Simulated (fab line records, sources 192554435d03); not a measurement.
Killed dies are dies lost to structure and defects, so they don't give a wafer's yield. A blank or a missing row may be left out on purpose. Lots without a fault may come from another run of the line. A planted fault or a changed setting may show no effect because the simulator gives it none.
fab line records | flow n5_finfet
record lots=24 wafers=72 last_day=19
route steps=1938 shown BEOL_M0@732 BEOL_M1@766
lots that met no fault: from a run of the same line without faults
start_h: hours from the record's first day to the start of the lot's first wafer shown | wait_h: hours since the lot's step before | " the same as in the row above | L1.1+2: a row that stands for several wafers | - no value, or no start given | * or withheld: withheld | < > ~ a bound
route shown NAME@n: a module of which the file shows steps, and the number in the route of the first | usual: mean/standard deviation of fault-free wafers | same: alike in all rows | chamber/n: place in a boat | sites: the reading at each site | _std_site: their standard deviation | _edge_site: outer sites' mean less inner sites' | radius_mm: how far each site lies from the wafer's centre | mask NAME#n: copy n | behind: the tool/chamber that last shaped the wafer | hold: why the lot was held/for how many hours/how that ended | device: the transistor (n, p or np) that didn't switch | end of line: the same wafers' tests at the end of the route | a step without rows: its recipe alone | killed: dies lost to structure and defects at the first sort, not the wafer's yield | map: a wafer's dies, x killed, . not, _ none there
set.NAME: the setting as run; set.NAME@STEP: as run at that earlier step | model.NAME: the simulator's own value behind a step, which no gauge read
steps of the route over a sample of lots; a table a step, a row a wafer
services: from which hour (start_h, from the record's first day; less than 0 if before it) a tool's chamber was out of use, for how many hours, and why
## steps
# step N5_BEOL_M0_SURFACE_TREAT_137
# recipe gas=Ar time_s=* ion_energy_ev=* ion_current_ma_cm2=0.5 pressure_mtorr=* ar_flow_sccm=30
# usual throttle_valve_pct=*
# columns lot.wafer tool chamber start_h wait_h throttle_valve_pct
L074.1 pvd_sputter-02 - 117.94 0.2 *
L074.2 " - " " *
L074.3 " - " " *
L075.1 pvd_sputter-01 - 124.38 0.1 *
L075.2 " - " " *
L075.5 " - " " *
L076.1 pvd_sputter-02 - 129.76 0.2 *
L076.2 " - " " *
L076.5 " - " " *
L077.1 pvd_sputter-01 - 131.98 0.1 *
L077.2 " - " " *
L077.5 " - " " *
L078.1 pvd_sputter-01 - 139.35 0.2 *
L078.3 " - " " *
L078.6 " - " " *
L079.2 pvd_sputter-03 - 147.12 0.1 *
L079.3 " - " " *
L079.6 " - " " *
L080.1 pvd_sputter-01 - 156.69 0.1 *
L080.2 " - " " *
L080.6 " - " " *
L081.2 pvd_sputter-01 - 163.90 0.2 *
L081.5 " - " " *
L081.6 " - " " *
L082.1 pvd_sputter-03 - 164.22 0.2 *
L082.2 " - " " *
L082.5 " - " " *
L083.1 pvd_sputter-02 - 169.65 0.1 *
L083.4 " - " " *
L083.6 " - " " *
L084.4 pvd_sputter-03 - 173.63 0.4 *
L084.5 " - " " *
L084.6 " - " " *
L085.2 pvd_sputter-01 - 177.26 0.2 *
L085.4 " - " " *
L085.5 " - " " *
L086.1 pvd_sputter-02 - 200.14 1.7 *
L086.2 " - " " *
L086.6 " - " " *
L087.4 pvd_sputter-02 - 202.30 0.2 *
L087.5 " - " " *
L087.6 " - " " *
L089.1 pvd_sputter-02 - 205.78 0.1 *
L089.5 " - " " *
L089.6 " - " " *
L088.1 pvd_sputter-03 - 212.19 1.6 *
L088.3 " - " " *
L088.5 " - " " *
L090.1 pvd_sputter-01 - 214.03 0.2 *
L090.2 " - " " *
L090.5 " - " " *
L091.2 pvd_sputter-01 - 221.13 0.2 *
L091.3 " - " " *
L091.4 " - " " *
L092.1 pvd_sputter-01 - 228.07 0.2 *
L092.2 " - " " *
L092.6 " - " " *
L093.3 pvd_sputter-01 - 237.41 0.2 *
L093.5 " - " " *
L093.6 " - " " *
L094.1 pvd_sputter-03 - 239.92 0.2 *
L094.4 " - " " *
L094.5 " - " " *
L095.2 pvd_sputter-01 - 251.30 0.2 *
L095.3 " - " " *
L095.6 " - " " *
L096.2 pvd_sputter-02 - 253.64 0.3 *
L096.5 " - " " *
L096.6 " - " " *
L097.1 pvd_sputter-02 - 255.18 0.2 *
L097.3 " - " " *
L097.6 " - " " *
# step N5_BEOL_M0_DEP_125
# recipe material=SiCN target_thk_a=80 temp_c=withheld precursor=3MS/NH3 pressure_torr=3 rf_w=202 time_s=14
# usual showerhead_plenum_p_Torr=3.665/0.013 showerhead_vpp_V=891/26 throttle_valve_pct=9.1/0.59
# columns lot.wafer tool chamber start_h wait_h showerhead_plenum_p_Torr showerhead_vpp_V throttle_valve_pct
L074.1 pecvd-01 1 121.21 0.0 3.674 892 8.4
L074.2 " 0 " " 3.649 853 9.3
L074.3 " 1 " " 3.682 882 8.9
L075.1 pecvd-01 1 128.42 0.0 3.671 883 8.8
L075.2 " 0 " " 3.655 836 9.1
L075.5 " 1 " " 3.673 879 8.4
L076.1 pecvd-02 0 133.38 0.0 3.653 855 8.3
L076.2 " 1 " " 3.667 928 9.7
L076.5 " 0 " " 3.657 870 8.5
L077.1 pecvd-01 2 135.78 0.0 3.674 907 8.2
L077.2 " 0 " " 3.662 848 9.4
L077.5 " 0 " " 3.660 859 9.1
L078.1 pecvd-01 2 143.81 0.0 3.673 926 8.4
L078.3 " 0 " " 3.651 848 9.2
L078.6 " 2 " " 3.671 939 8.2
L079.2 pecvd-04 0 149.27 0.0 3.649 909 10.5
L079.3 " 1 " " 3.650 897 9.7
L079.6 " 2 " " 3.675 887 8.8
L080.1 pecvd-04 1 163.25 0.0 3.650 894 9.4
L080.2 " 2 " " 3.676 877 9.0
L080.6 " 2 " " 3.670 890 8.8
L081.2 pecvd-01 2 170.73 0.0 3.674 913 8.2
L081.5 " 2 " " 3.675 924 8.2
L081.6 " 1 " " 3.686 880 8.6
L082.1 pecvd-01 1 172.19 0.0 3.679 889 8.6
L082.2 " 0 " " 3.663 848 9.3
L082.5 " 0 " " 3.654 860 9.0
L083.1 pecvd-01 0 174.48 0.0 3.653 854 9.1
L083.4 " 2 " " 3.675 909 8.5
L083.6 " 1 " " 3.674 879 8.7
L084.4 pecvd-04 2 179.85 0.0 3.682 896 8.7
L084.5 " 1 " " 3.654 884 9.3
L084.6 " 0 " " 3.661 921 10.0
L085.2 pecvd-04 1 183.20 0.0 3.640 890 9.4
L085.4 " 1 " " 3.646 898 9.5
L085.5 " 0 " " 3.652 919 10.1
L086.1 pecvd-01 2 201.81 0.0 3.678 919 8.5
L086.2 " 0 " " 3.659 853 9.1
L086.6 " 2 " " 3.678 915 8.2
L087.4 pecvd-02 1 205.62 0.0 3.675 909 9.4
L087.5 " 1 " " 3.669 909 9.5
L087.6 " 0 " " 3.643 878 8.8
L089.1 pecvd-01 1 207.43 0.0 3.672 867 8.6
L089.5 " 1 " " 3.689 884 8.5
L089.6 " 2 " " 3.668 901 8.4
L088.1 pecvd-02 1 213.89 0.1 3.675 926 9.4
L088.3 " 1 " " 3.669 918 9.6
L088.5 " 1 " " 3.677 914 9.8
L090.1 pecvd-04 0 216.35 0.0 3.638 942 10.2
L090.2 " 2 " " 3.667 876 8.7
L090.5 " 0 " " 3.646 931 10.4
L091.2 pecvd-02 0 222.91 0.0 3.649 870 8.6
L091.3 " 0 " " 3.657 865 8.9
L091.4 " 1 " " 3.659 918 9.6
L092.1 pecvd-02 0 229.76 0.0 3.651 874 8.7
L092.2 " 1 " " 3.666 920 9.5
L092.6 " 1 " " 3.680 919 9.8
L093.3 pecvd-01 0 239.31 0.0 3.657 852 9.5
L093.5 " 2 " " 3.679 912 8.4
L093.6 " 0 " " 3.655 859 9.3
L094.1 pecvd-04 0 241.45 0.0 3.656 909 10.1
L094.4 " 1 " " 3.640 894 9.9
L094.5 " 0 " " 3.654 920 10.2
L095.2 pecvd-01 0 252.90 0.0 3.653 861 9.4
L095.3 " 2 " " 3.679 913 8.6
L095.6 " 2 " " 3.671 915 8.5
L096.2 pecvd-04 2 255.48 0.0 3.671 864 9.1
L096.5 " 0 " " 3.651 915 10.3
L096.6 " 2 " " 3.676 874 8.7
L097.1 pecvd-01 1 257.06 0.0 3.678 877 8.9
L097.3 " 2 " " 3.672 917 8.2
L097.6 " 2 " " 3.671 926 8.3
# step N5_BEOL_M1_INSPECT_13
# recipe mode=adi inspect_instrument=brightfield
# usual raw_defect_count=411/97
# columns lot.wafer tool chamber start_h wait_h raw_defect_count
L074.1 defect_inspect-01 - 123.99 0.1 490
L074.2 " - " " 443
L074.3 " - " " 403
L075.1 defect_inspect-01 - 129.73 0.1 328
L075.2 " - " " 461
L075.5 " - " " 532
L076.1 defect_inspect-01 - 137.50 0.1 340
L076.2 " - " " 442
L076.5 " - " " 470
L077.1 defect_inspect-01 - 137.71 0.1 297
L077.2 " - " " 399
L077.5 " - " " 337
L078.1 defect_inspect-02 - 145.53 0.1 357
L078.3 " - " " 556
L078.6 " - " " 327
L079.2 defect_inspect-01 - 150.82 0.0 204
L079.3 " - " " 266
L079.6 " - " " 324
L080.1 defect_inspect-02 - 164.29 0.1 347
L080.2 " - " " 317
L080.6 " - " " 361
L081.2 defect_inspect-01 - 171.63 0.0 385
L081.5 " - " " 349
L081.6 " - " " 412
L082.1 defect_inspect-02 - 173.08 0.1 315
L082.2 " - " " 481
L082.5 " - " " 453
L083.1 defect_inspect-01 - 177.00 0.1 284
L083.4 " - " " 295
L083.6 " - " " 398
L084.4 defect_inspect-01 - 180.61 0.0 377
L084.5 " - " " 372
L084.6 " - " " 421
L085.2 defect_inspect-01 - 184.67 0.0 330
L085.4 " - " " 326
L085.5 " - " " 303
L086.1 defect_inspect-02 - 202.60 0.1 406
L086.2 " - " " 531
L086.6 " - " " 423
L087.4 defect_inspect-02 - 207.27 0.0 535
L087.5 " - " " 389
L087.6 " - " " 464
L089.1 defect_inspect-02 - 209.87 0.1 467
L089.5 " - " " 563
L089.6 " - " " 602
L088.1 defect_inspect-01 - 216.18 0.1 493
L088.3 " - " " 464
L088.5 " - " " 511
L090.1 defect_inspect-01 - 217.25 0.1 286
L090.2 " - " " 320
L090.5 " - " " 343
L091.2 defect_inspect-02 - 225.02 0.0 681
L091.3 " - " " 600
L091.4 " - " " 634
L092.1 defect_inspect-02 - 231.97 0.1 511
L092.2 " - " " 569
L092.6 " - " " 570
L093.3 defect_inspect-02 - 240.45 0.0 366
L093.5 " - " " 470
L093.6 " - " " 479
L094.1 defect_inspect-01 - 243.31 0.1 267
L094.4 " - " " 272
L094.5 " - " " 325
L095.2 defect_inspect-01 - 254.16 0.0 459
L095.3 " - " " 490
L095.6 " - " " 368
L096.2 defect_inspect-01 - 256.72 0.0 339
L096.5 " - " " 370
L096.6 " - " " 339
L097.1 defect_inspect-02 - 259.76 0.1 348
L097.3 " - " " 304
L097.6 " - " " 466
# step N5_BEOL_M1_DESCUM_16
# recipe chemistry=O2 time_s=7 source_power_w=50 bias_power_w=20 pressure_mtorr=20 rf_frequency_hz=2.712e+07 temp_c=40 resist=CAR-EUV o2_flow_sccm=225
# usual bias_power_w=20.00/0.058 drypump_motor_current_A=5.5/0.47 oes_product_au=0.78/0.07 rf_vpp_V=243.5/1.1 showerhead_plenum_p_Torr=2.11/0.053 throttle_valve_pct=20.46/0.2
# columns lot.wafer tool chamber start_h wait_h bias_power_w drypump_motor_current_A oes_product_au rf_hours_counter_h rf_vpp_V showerhead_plenum_p_Torr throttle_valve_pct
L074.1 rie_diel-04 0 124.03 0.0 20.14 5.1 0.82 74 243.1 2.11 20.31
L074.2 " 1 " " 19.92 6.1 0.76 146 245.2 2.20 20.41
L074.3 " 2 " " 20.02 5.0 0.88 52 241.7 2.04 20.50
L075.1 rie_diel-02 1 130.56 0.8 19.93 5.8 0.80 126 244.5 2.10 20.32
L075.2 " 2 " " 19.99 6.4 0.69 250 243.4 2.15 20.66
L075.5 " 1 " " 19.99 5.7 0.80 - 245.0 2.10 20.33
L076.1 rie_diel-02 3 137.53 0.0 20.05 4.9 0.75 155 244.5 2.19 20.31
L076.2 " 0 " " 20.08 5.3 0.73 192 243.0 2.08 20.64
L076.5 " 0 " " 19.98 5.3 0.74 - 243.5 2.08 20.65
L077.1 rie_diel-02 1 137.76 0.1 20.05 5.7 0.79 129 243.3 2.10 20.30
L077.2 " 0 " " 20.00 5.3 0.73 192 244.5 2.08 20.67
L077.5 " 0 " " 20.05 5.3 0.73 - 242.5 2.08 20.67
L078.1 rie_diel-06 2 145.72 0.2 19.93 5.8 0.76 151 243.0 2.11 20.79
L078.3 " 0 " " 20.03 4.9 0.70 221 242.9 2.06 20.14
L078.6 " 1 " " 19.99 5.5 0.76 - 244.8 2.18 20.64
L079.2 rie_diel-02 0 151.08 0.3 19.81 5.3 0.73 197 243.1 2.08 20.69
L079.3 " 1 " " 19.99 5.7 0.79 133 244.2 2.09 20.33
L079.6 " 3 " " 20.00 5.0 0.75 - 243.8 2.19 20.29
L080.1 rie_diel-06 0 164.33 0.0 20.11 4.9 0.69 226 243.1 2.06 20.11
L080.2 " 2 " " 19.91 5.8 0.76 157 245.2 2.11 20.83
L080.6 " 1 " " 20.01 5.5 0.75 - 245.0 2.18 20.63
L081.2 rie_diel-06 0 171.66 0.0 20.09 4.9 0.69 228 242.8 2.06 20.13
L081.5 " 0 " " 19.98 4.9 0.69 - 243.1 2.06 20.13
L081.6 " 3 " " 20.00 6.2 0.99 - 242.4 2.05 20.22
L082.1 rie_diel-04 0 173.11 0.0 19.97 5.1 0.80 91 243.6 2.10 20.32
L082.2 " 2 " " 20.05 5.0 0.87 68 244.4 2.04 20.53
L082.5 " 1 " " 20.05 6.1 0.74 - 245.0 2.19 20.41
L083.1 rie_diel-06 2 177.03 0.0 19.98 5.8 0.75 160 243.6 2.10 20.82
L083.4 " 1 " " 20.08 5.5 0.75 173 244.9 2.18 20.65
L083.6 " 0 " " 19.96 4.9 0.69 - 242.6 2.06 20.14
L084.4 rie_diel-06 3 180.64 0.0 19.90 6.3 0.97 3 242.8 2.05 20.20
L084.5 " 2 " " 19.92 5.8 0.75 - 244.6 2.10 20.82
L084.6 " 3 " " 20.07 6.3 0.97 - 243.2 2.05 20.23
L085.2 rie_diel-04 1 184.76 0.1 19.91 6.1 0.76 166 244.5 2.19 20.43
L085.4 " 0 " " 20.03 5.1 0.80 94 243.7 2.10 20.34
L085.5 " 1 " " 19.98 6.1 0.75 - 245.0 2.19 20.43
L086.1 rie_diel-04 3 202.63 0.0 20.01 5.3 0.84 58 242.2 2.15 20.51
L086.2 " 0 " " 20.01 5.1 0.80 98 243.4 2.10 20.35
L086.6 " 1 " " 19.92 6.1 0.74 - 243.3 2.19 20.45
L087.4 rie_diel-02 1 207.30 0.0 19.99 5.7 0.77 149 243.8 2.09 20.36
L087.5 " 3 " " 19.98 5.0 0.74 - 244.8 2.18 20.32
L087.6 " 0 " " 20.05 5.3 0.71 - 242.3 2.08 20.71
L089.1 rie_diel-06 3 210.59 0.7 19.95 6.3 0.94 13 242.6 2.04 20.23
L089.5 " 0 " " 19.96 4.9 0.69 - 242.6 2.06 20.14
L089.6 " 1 " " 20.11 5.6 0.75 - 245.5 2.17 20.66
L088.1 rie_diel-04 3 216.22 0.0 20.06 5.3 0.83 62 243.6 2.15 20.53
L088.3 " 1 " " 20.09 6.1 0.73 177 244.9 2.19 20.45
L088.5 " 3 " " 20.04 5.3 0.83 - 244.4 2.15 20.51
L090.1 rie_diel-02 1 217.39 0.1 19.98 5.7 0.77 153 244.4 2.09 20.35
L090.2 " 3 " " 20.00 5.0 0.74 180 245.0 2.18 20.33
L090.5 " 1 " " 19.96 5.7 0.77 - 242.2 2.09 20.35
L091.2 rie_diel-02 2 225.05 0.0 19.93 6.4 0.93 20 244.2 2.15 20.40
L091.3 " 1 " " 19.93 5.7 0.76 155 244.3 2.09 20.36
L091.4 " 0 " " 19.97 5.3 0.71 217 244.2 2.07 20.70
L092.1 rie_diel-06 1 232.39 0.4 19.95 5.5 0.72 189 243.4 2.17 20.67
L092.2 " 0 " " 19.99 4.9 0.67 245 241.9 2.05 20.16
L092.6 " 2 " " 19.99 5.8 0.73 - 242.1 2.10 20.85
L093.3 rie_diel-06 2 240.48 0.0 19.92 5.7 0.74 179 244.4 2.10 20.84
L093.5 " 0 " " 20.00 4.9 0.68 - 243.8 2.05 20.17
L093.6 " 1 " " 20.01 5.6 0.73 - 242.8 2.17 20.69
L094.1 rie_diel-04 2 243.64 0.3 19.93 5.0 0.82 92 243.6 2.03 20.55
L094.4 " 1 " " 20.10 6.2 0.74 187 243.9 2.19 20.47
L094.5 " 2 " " 20.05 5.0 0.83 - 241.2 2.03 20.55
L095.2 rie_diel-04 1 254.19 0.0 20.04 6.1 0.73 190 244.6 2.18 20.47
L095.3 " 0 " " 20.01 5.1 0.77 116 242.9 2.09 20.38
L095.6 " 2 " " 20.01 5.0 0.82 - 241.4 2.03 20.56
L096.2 rie_diel-04 2 256.75 0.0 19.91 5.0 0.81 97 242.2 2.03 20.55
L096.5 " 2 " " 19.95 5.0 0.81 - 242.4 2.03 20.57
L096.6 " 1 " " 19.93 6.1 0.72 - 245.0 2.18 20.47
L097.1 rie_diel-06 3 259.79 0.0 19.89 6.3 0.88 29 243.0 2.04 20.24
L097.3 " 2 " " 20.00 5.8 0.73 187 243.0 2.10 20.85
L097.6 " 3 " " 19.92 6.3 0.88 - 240.9 2.04 20.24
# step N5_BEOL_M1_ETCH_74
# recipe chemistry=N2/H2 target=underlayer target_depth_a=65 mask_material=CAR-EUV time_s=5.2 ion_energy_ev=200 pressure_mtorr=30 source_w=840 bias_w=150 n2_flow_sccm=200 h2_flow_sccm=200 ends=cleared
# usual drypump_motor_current_A=5.5/0.47 etch_rf_on_time_s=5.21/0.11 oes_product_au=0.66/0.061 rf_vpp_V=524.5/2.1 showerhead_plenum_p_Torr=2.56/0.061 throttle_valve_pct=17.91/0.18
# columns lot.wafer tool chamber start_h wait_h drypump_motor_current_A etch_rf_on_time_s oes_product_au rf_hours_counter_h rf_vpp_V showerhead_plenum_p_Torr throttle_valve_pct
L074.1 rie_diel-04 0 124.06 0.0 5.2 5.11 0.70 74 521.5 2.57 17.72
L074.2 " 1 " " 6.2 5.16 0.66 146 527.5 2.66 17.83
L074.3 " 2 " " 5.0 5.07 0.75 52 520.9 2.46 17.87
L075.1 rie_diel-02 1 130.60 0.0 5.7 5.18 0.68 126 523.3 2.56 17.89
L075.2 " 2 " " 6.4 5.30 0.59 250 528.2 2.61 18.10
L075.5 " 1 " " 5.7 5.18 0.68 - 523.8 2.56 17.88
L076.1 rie_diel-02 3 137.57 0.0 5.0 5.26 0.65 155 527.3 2.67 17.79
L076.2 " 0 " " 5.3 5.39 0.61 192 524.5 2.53 18.25
L076.5 " 0 " " 5.3 5.43 0.60 - 524.3 2.53 18.25
L077.1 rie_diel-02 1 137.79 0.0 5.8 5.22 0.68 129 524.1 2.56 17.89
L077.2 " 0 " " 5.3 5.38 0.60 192 523.0 2.53 18.25
L077.5 " 0 " " 5.3 5.38 0.60 - 523.7 2.53 18.24
L078.1 rie_diel-06 2 145.76 0.0 5.8 5.17 0.65 151 522.9 2.54 18.16
L078.3 " 0 " " 4.9 5.22 0.59 221 523.9 2.52 17.67
L078.6 " 1 " " 5.5 5.08 0.64 - 526.4 2.64 18.01
L079.2 rie_diel-02 0 151.11 0.0 5.3 5.46 0.59 197 525.0 2.53 18.23
L079.3 " 1 " " 5.7 5.26 0.67 133 522.8 2.56 17.94
L079.6 " 3 " " 4.9 5.34 0.63 - 524.9 2.67 17.82
L080.1 rie_diel-06 0 164.36 0.0 4.9 5.34 0.60 226 524.4 2.52 17.68
L080.2 " 2 " " 5.8 5.24 0.65 157 524.1 2.54 18.17
L080.6 " 1 " " 5.5 5.14 0.64 - 527.7 2.64 18.04
L081.2 rie_diel-06 0 171.69 0.0 4.9 5.35 0.59 228 522.8 2.52 17.66
L081.5 " 0 " " 4.9 5.33 0.58 - 523.8 2.52 17.68
L081.6 " 3 " " 6.3 5.02 0.84 - 523.1 2.52 17.82
L082.1 rie_diel-04 0 173.15 0.0 5.1 5.11 0.69 91 524.8 2.56 17.73
L082.2 " 2 " " 5.0 5.06 0.75 68 520.5 2.46 17.87
L082.5 " 1 " " 6.2 5.17 0.66 - 527.9 2.65 17.86
L083.1 rie_diel-06 2 177.07 0.0 5.8 5.23 0.64 160 523.6 2.53 18.20
L083.4 " 1 " " 5.5 5.17 0.64 173 528.1 2.64 18.04
L083.6 " 0 " " 4.9 5.35 0.58 - 520.7 2.52 17.67
L084.4 rie_diel-06 3 180.67 0.0 6.3 5.02 0.82 3 523.8 2.52 17.82
L084.5 " 2 " " 5.8 5.26 0.64 - 525.5 2.53 18.18
L084.6 " 3 " " 6.3 5.04 0.81 - 522.5 2.52 17.79
L085.2 rie_diel-04 1 184.79 0.0 6.1 5.22 0.64 166 527.3 2.65 17.86
L085.4 " 0 " " 5.1 5.09 0.68 94 525.3 2.56 17.75
L085.5 " 1 " " 6.1 5.15 0.65 - 528.5 2.65 17.87
L086.1 rie_diel-04 3 202.67 0.0 5.3 5.10 0.72 58 524.9 2.58 17.77
L086.2 " 0 " " 5.2 5.09 0.67 98 524.2 2.56 17.76
L086.6 " 1 " " 6.1 5.19 0.64 - 525.8 2.64 17.88
L087.4 rie_diel-02 1 207.33 0.0 5.7 5.23 0.67 149 521.2 2.55 17.94
L087.5 " 3 " " 4.9 5.33 0.63 - 525.8 2.66 17.80
L087.6 " 0 " " 5.3 5.45 0.58 - 526.6 2.52 18.27
L089.1 rie_diel-06 3 210.63 0.0 6.3 5.06 0.79 13 522.1 2.51 17.82
L089.5 " 0 " " 4.9 5.30 0.57 - 524.2 2.51 17.69
L089.6 " 1 " " 5.5 5.20 0.63 - 524.3 2.63 18.08
L088.1 rie_diel-04 3 216.25 0.0 5.3 5.21 0.70 62 525.1 2.58 17.75
L088.3 " 1 " " 6.1 5.15 0.65 177 529.2 2.64 17.87
L088.5 " 3 " " 5.3 5.21 0.70 - 523.4 2.58 17.73
L090.1 rie_diel-02 1 217.42 0.0 5.7 5.22 0.66 153 523.5 2.55 17.93
L090.2 " 3 " " 5.0 5.28 0.64 180 524.3 2.66 17.85
L090.5 " 1 " " 5.7 5.23 0.66 - 523.6 2.55 17.93
L091.2 rie_diel-02 2 225.09 0.0 6.4 5.05 0.79 20 527.9 2.60 17.74
L091.3 " 1 " " 5.7 5.23 0.66 155 525.4 2.55 17.93
L091.4 " 0 " " 5.3 5.39 0.58 217 521.2 2.52 18.29
L092.1 rie_diel-06 1 232.43 0.0 5.5 5.13 0.63 189 525.4 2.63 18.09
L092.2 " 0 " " 4.9 5.22 0.57 245 521.3 2.51 17.69
L092.6 " 2 " " 5.8 5.23 0.63 - 524.6 2.53 18.21
L093.3 rie_diel-06 2 240.52 0.0 5.8 5.27 0.63 179 524.2 2.53 18.21
L093.5 " 0 " " 4.9 5.34 0.58 - 523.7 2.51 17.74
L093.6 " 1 " " 5.5 5.18 0.62 - 526.5 2.63 18.11
L094.1 rie_diel-04 2 243.67 0.0 5.0 5.17 0.72 92 520.7 2.45 17.92
L094.4 " 1 " " 6.1 5.17 0.63 187 524.2 2.64 17.89
L094.5 " 2 " " 5.0 5.15 0.72 - 522.2 2.45 17.93
L095.2 rie_diel-04 1 254.23 0.0 6.1 5.17 0.63 190 526.4 2.64 17.89
L095.3 " 0 " " 5.2 5.19 0.65 116 524.2 2.55 17.76
L095.6 " 2 " " 5.0 5.21 0.71 - 520.6 2.45 17.92
L096.2 rie_diel-04 2 256.79 0.0 5.0 5.24 0.70 97 520.5 2.45 17.91
L096.5 " 2 " " 5.0 5.13 0.71 - 521.8 2.45 17.93
L096.6 " 1 " " 6.1 5.28 0.63 - 526.1 2.64 17.88
L097.1 rie_diel-06 3 259.83 0.0 6.3 5.10 0.76 29 522.5 2.50 17.87
L097.3 " 2 " " 5.8 5.30 0.62 187 522.3 2.52 18.22
L097.6 " 3 " " 6.3 5.00 0.76 - 522.5 2.51 17.88
# step N5_BEOL_M1_CD_MEAS_18
# recipe pitch_nm=36 target_cd_nm=18
# usual cd_nm=17.8/0.33
# columns lot.wafer tool chamber start_h wait_h cd_nm
L074.1 cd_sem-01 - 124.56 0.0 18.0
L074.2 " - " " 17.9
L074.3 " - " " 18.0
L075.1 cd_sem-01 - 131.19 0.0 17.7
L075.2 " - " " 17.5
L075.5 " - " " 17.6
L076.1 cd_sem-03 - 138.00 0.0 17.4
L076.2 " - " " 17.2
L076.5 " - " " 17.5
L077.1 cd_sem-03 - 138.27 0.1 17.1
L077.2 " - " " 17.2
L077.5 " - " " 17.3
L078.1 cd_sem-03 - 146.15 0.0 17.7
L078.3 " - " " 17.8
L078.6 " - " " 18.1
L079.2 cd_sem-02 - 151.51 0.1 17.5
L079.3 " - " " 17.9
L079.6 " - " " 17.8
L080.1 cd_sem-02 - 164.76 0.0 17.8
L080.2 " - " " 18.0
L080.6 " - " " 17.8
L081.2 cd_sem-03 - 172.18 0.1 18.1
L081.5 " - " " 17.7
L081.6 " - " " 17.2
L082.1 cd_sem-02 - 173.58 0.0 17.8
L082.2 " - " " 17.5
L082.5 " - " " 18.2
L083.1 cd_sem-03 - 177.49 0.0 17.8
L083.4 " - " " 17.7
L083.6 " - " " 17.8
L084.4 cd_sem-02 - 181.07 0.1 18.2
L084.5 " - " " 18.3
L084.6 " - " " 17.6
L085.2 cd_sem-01 - 185.19 0.1 17.6
L085.4 " - " " 17.4
L085.5 " - " " 18.2
L086.1 cd_sem-01 - 203.06 0.0 17.5
L086.2 " - " " 17.6
L086.6 " - " " 18.0
L087.4 cd_sem-03 - 207.73 0.1 18.3
L087.5 " - " " 18.2
L087.6 " - " " 17.8
L089.1 cd_sem-03 - 211.03 0.1 17.6
L089.5 " - " " 17.9
L089.6 " - " " 17.7
L088.1 cd_sem-02 - 216.65 0.0 17.7
L088.3 " - " " 18.2
L088.5 " - " " 17.3
L090.1 cd_sem-02 - 217.82 0.0 17.5
L090.2 " - " " 17.2
L090.5 " - " " 17.8
L091.2 cd_sem-03 - 225.60 0.1 18.4
L091.3 " - " " 18.0
L091.4 " - " " 17.6
L092.1 cd_sem-02 - 232.82 0.0 18.1
L092.2 " - " " 18.0
L092.6 " - " " 18.0
L093.3 cd_sem-01 - 241.00 0.1 18.1
L093.5 " - " " 18.2
L093.6 " - " " 18.6
L094.1 cd_sem-03 - 244.07 0.0 17.6
L094.4 " - " " 17.8
L094.5 " - " " 17.6
L095.2 cd_sem-02 - 254.62 0.1 17.9
L095.3 " - " " 18.1
L095.6 " - " " 17.9
L096.2 cd_sem-03 - 257.18 0.1 17.8
L096.5 " - " " 17.7
L096.6 " - " " 18.0
L097.1 cd_sem-01 - 260.22 0.1 17.9
L097.3 " - " " 17.9
L097.6 " - " " 17.5
## services
# columns tool chamber start_h hours kind
pecvd-01 0 98.28 16.8 repair
pecvd-01 - 114.40 2.8 pm
rie_diel-02 2 131.19 - clean
rie_diel-02 2 131.19 - consumable_replace:focus_ring
rie_diel-02 2 131.19 24.2 scheduled_down
pecvd-04 - 131.73 0.5 repair
rie_diel-04 3 133.61 22.5 repair
pvd_sputter-03 - 133.80 2.7 repair
rie_diel-06 2 136.40 2.6 repair
rie_diel-06 3 139.23 - clean
rie_diel-06 3 139.23 - consumable_replace:focus_ring
rie_diel-06 3 139.23 27.9 scheduled_down
rie_diel-06 3 139.23 27.9 vent_cycle
pecvd-01 - 151.85 14.6 pm
pecvd-04 0 165.96 12.2 repair
rie_diel-06 - 177.84 0.6 repair
rie_diel-04 0 185.19 4.0 repair
pecvd-02 - 231.82 5.6 repair
pecvd-04 0 231.97 6.2 repair
rie_diel-06 3 235.37 2.3 repair
rie_diel-06 0 244.91 - clean
rie_diel-06 0 244.91 - consumable_replace:focus_ring
rie_diel-06 0 244.91 17.9 scheduled_down
rie_diel-06 0 244.91 17.9 vent_cycle
## key
fault none
